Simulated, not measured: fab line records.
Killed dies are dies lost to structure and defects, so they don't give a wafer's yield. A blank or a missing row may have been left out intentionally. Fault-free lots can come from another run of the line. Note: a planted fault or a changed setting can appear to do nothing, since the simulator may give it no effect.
Chamber matching | flow n5Finfet | N5_FIN_SAQP_DESCUM_21 on rieDiel-02: 4 sister chambers
The step chemistry O2, time 7.9 s. 8 wafers are shown with their chamber, then 8 later ones without.

== WAFERS, EACH WITH ITS CHAMBER ==
wafer  | chamber | drypumpMotorCurrentA (A) | showerheadPlenumPTorr (Torr)
L076.3 | 0       | 5.8                      | 2.14
L086.1 | 3       | 4.8                      | 2.04
L088.3 | 1       | 5.6                      | 2.14
L088.5 | 3       | 4.8                      | 2.04
L089.4 | 0       | 5.8                      | 2.13
L089.5 | 2       | 5.8                      | 2.24
L089.6 | 1       | 5.6                      | 2.13
L090.3 | 2       | 5.7                      | 2.24

== WAFERS WITHOUT THEIR CHAMBER ==
wafer  | drypumpMotorCurrentA (A) | showerheadPlenumPTorr (Torr)
L090.5 | 5.8                      | 2.13
L090.6 | 4.7                      | 2.03
L095.1 | 4.7                      | 2.03
L095.5 | 5.6                      | 2.13
L095.6 | 4.8                      | 2.03
L096.1 | 5.8                      | 2.12
L096.2 | 5.8                      | 2.23
L096.6 | 5.7                      | 2.23

== EACH ONE'S CHAMBER ==
wafer  | from the rows above | in truth
L090.5 | 0                   | 0
L090.6 | 3                   | 3
L095.1 | 3                   | 3
L095.5 | 1                   | 1
L095.6 | 3                   | 3
L096.1 | 0                   | 0
L096.2 | 2                   | 2
L096.6 | 2                   | 2
Correct placement for 8 of the 8. Can't be placed from these rows: 0. Number placed wrongly: 0.
How it was worked out, from the rows above alone: a wafer's distance from a chamber is the root of the sum, over the readings, of the square of ((its reading less the chamber's mean) divided by the reading's scatter). The wafer belongs to the nearest chamber; if the next one is less than 2 further off, it can't be placed. For every chamber, the mean is computed from those of its wafers that are shown. How the scatter is found: for the shown wafers, subtract from each reading the mean of its chamber, square and add these, divide the total by (wafers less chambers), then take the root.
